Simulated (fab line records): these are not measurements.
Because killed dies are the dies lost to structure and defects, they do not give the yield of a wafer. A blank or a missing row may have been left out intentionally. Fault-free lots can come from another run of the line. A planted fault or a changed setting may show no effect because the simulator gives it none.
A struck lot beside a sound one :: flow nand_harc :: 24 out of 1302 route steps
Sound: wafers L141.2, L141.3, L141.4. Struck: wafer L144.1. (L144.3, L144.5 of the same lot were not struck and are left out.) The cause comes at the end.
Each step with rows lists, per side, the tool, then ch with its chambers, then its first start. Under that, the readings that differ: sound wafers :: struck wafers :: difference of the means :: sigmas: that difference in standard deviations of wafers without a fault.
alike: readings with means less than 2 such deviations apart, plus words and numbers identical on both sides. not compared: withheld readings, readings lacking a value on some wafer, bounds such as >300 that could conceal the same value, and numbers that have no deviation in the record and whose values overlap.
A row with sigmas, a row that says differs or no value, or rows on one side alone: a step with any of these is where the two part. When numbers do not overlap yet have no deviation, they are printed without sigmas and do not part them. A reading that every wafer of one side lacks parts them only if that side has two wafers or more.

NHARC_P_M1_INSPECT_27:
  struck on defect_inspect-02, day 7 23:17; sound on defect_inspect-02, day 6 18:21
  alike: raw_defect_count
NHARC_P_M1_PRE_CLEAN_32: time 12 s.
  sound on pecvd-02 ch 0,2, day 6 18:26; struck on pecvd-03 ch 2, day 7 23:22
  alike: heater_power_w
NHARC_P_M1_DEP_33: deposits SiCN, target thk 30 nm.
  sound on pecvd-02 ch 0,2, day 6 18:32; struck on pecvd-03 ch 2, day 7 23:26
  alike: heater_power_w
then, 8 steps without rows for these wafers: NHARC_P_M2_DEP_00 (deposits SiOC, target thk 182.5 nm); NHARC_P_M2_DEHYDRATE_01 (time 120 s); NHARC_P_M2_HMDS_02 (time 30 s); NHARC_P_M2_COAT_34 (time 65 s); NHARC_P_M2_COAT_03 (resist thk 90 nm); NHARC_P_M2_SOFTBAKE_04 (time 55 s); NHARC_P_M2_EBR_05; NHARC_P_M2_EXPOSE_06 (exposes mask P M2, target cd 170 nm).
NHARC_P_M2_PEB_07: peb time 65 s.
  sound on litho_track-04 ch 0, day 6 19:40; struck on litho_track-04 ch 0, day 8 00:36
then, 1 step without rows for these wafers: NHARC_P_M2_DEVELOP_08 (develop time 35 s).
NHARC_P_M2_CD_MEAS_09: target cd 170 nm.
  sound on cd_sem-01 ch 0, day 6 19:45; struck on cd_sem-01 ch 0, day 8 00:41
reading: cd_nm (nm)
sound: 171.9 171.6 170.1
struck: 186.4
difference: +15.2
sigmas: +20
NHARC_P_M2_OVL_MEAS_10: pitch 340 nm.
  struck on overlay-02, day 8 00:46; sound on overlay-01, day 6 19:50
  alike: overlay_x_nm, overlay_y_nm
NHARC_P_M2_INSPECT_11:
  struck on defect_inspect-02, day 8 00:48; sound on defect_inspect-02, day 6 19:52
  alike: raw_defect_count
NHARC_P_M2_DESCUM_14: chemistry O2, time 3 s.
  sound on rie_diel-13 ch 0,1,3, day 6 19:56; struck on rie_diel-09 ch 1, day 8 00:52
reading: rf_hours_counter_h (h)
sound: 11 7 9
struck: 0
difference: -9
sigmas: 

reading: model.P_M2.cd_nm (nm)
sound: 172.1 171.4 170.1
struck: 185.1
difference: +13.9
sigmas: 
  alike: chamber_pressure_mTorr, drypump_motor_current_A, oes_product_au, rf_vpp_V, showerhead_plenum_p_Torr, throttle_valve_pct
NHARC_P_M2_ETCH_35: etches the open film in N2/H2, target depth 40 nm, overetch 12 nm, time 43.94 s.
  sound on rie_diel-13 ch 0,1,2, day 6 20:01; struck on rie_diel-09 ch 0, day 8 00:57
reading: chamber_pressure_mTorr (mTorr)
sound: 30.026 30.000 29.980
struck: 30.083
difference: +0.081
sigmas: +3

reading: oes_product_au (a.u.)
sound: 1.012 1.011 0.986
struck: 0.967
difference: -0.036
sigmas: -2

reading: rf_hours_counter_h (h)
sound: 9 7 9
struck: 0
difference: -8
sigmas: 
  alike: drypump_motor_current_A, rf_vpp_V, showerhead_plenum_p_Torr, throttle_valve_pct
NHARC_P_M2_ETCH_15: etches the open film in C4F8/Ar, target depth 182.5 nm, time 91.2 s.
  sound: rie_diel-13 ch 0,1,3; struck: rie_diel-09 ch 1
reading: oes_product_au (a.u.)
sound: 0.934 0.919 0.916
struck: 0.986
difference: +0.063
sigmas: +3

reading: rf_hours_counter_h (h)
sound: 11 9 7
struck: 0
difference: -9
sigmas: 
  alike: chamber_pressure_mTorr, rf_vpp_V
NHARC_P_M2_CD_MEAS_16:
  struck on cd_sem-01, day 8 01:10; sound on cd_sem-01, day 6 20:14
reading: cd_nm (nm)
sound: 171.9 171.7 169.4
struck: 184.4
difference: +13.4
sigmas: +11
NHARC_P_M2_STRIP_18: strips in N2/H2.
  sound on rie_diel-07 ch 0,1,2, day 6 20:19; struck on rie_diel-07 ch 0, day 8 01:16
reading: rf_hours_counter_h (h)
sound: 0 0 0
struck: 1
difference: +1
sigmas: 
  alike: chamber_pressure_mTorr, drypump_motor_current_A, oes_product_au, rf_vpp_V, showerhead_plenum_p_Torr, throttle_valve_pct
NHARC_P_M2_ETCH_28: etches the open film in CF4/N2, target depth 30 nm, time 72.99 s.
  sound: rie_diel-07 ch 0,1,3; struck: rie_diel-07 ch 3
reading: rf_hours_counter_h (h)
sound: 0 0 0
struck: 1
difference: +1
sigmas: 

reading: model.P_M2.cd_nm (nm)
sound: 172.6 172.1 169.3
struck: 183.5
difference: +12.2
sigmas: 
  alike: chamber_pressure_mTorr, drypump_motor_current_A, oes_product_au, rf_vpp_V, showerhead_plenum_p_Torr, throttle_valve_pct
then, 1 step without rows for these wafers: NHARC_P_M2_STRIP_19 (strips in post etch residue remover, time 600 s).
-- break in the record here, with 17 days between the starts of the struck wafers on either side (left off in module P_M2, picked up again in module END, where the first step shown is number 1302 on the route) --
NHARC_END_SORT_01:
  sound on prober-01 ch 0, day 24 10:50; struck on prober-01 ch 0, day 25 09:07
  alike: defect_limited_yield, killed_at_array, killed_at_other, killed_at_periphery, killed_dies, killed_open, killed_short, sort_bin_2_pct, sort_bin_3_pct, sort_bin_4_pct, sort_n_pass, sort_rim_yield_pct, sort_yield_pct

WHERE THEY PART
Last at NHARC_P_M2_CD_MEAS_16 as far as this record goes, first at NHARC_P_M2_CD_MEAS_09. Later steps at which nothing parts them and some readings are alike: NHARC_P_M2_STRIP_18, NHARC_P_M2_ETCH_28, NHARC_END_SORT_01.

WHY: the cause the simulator had injected
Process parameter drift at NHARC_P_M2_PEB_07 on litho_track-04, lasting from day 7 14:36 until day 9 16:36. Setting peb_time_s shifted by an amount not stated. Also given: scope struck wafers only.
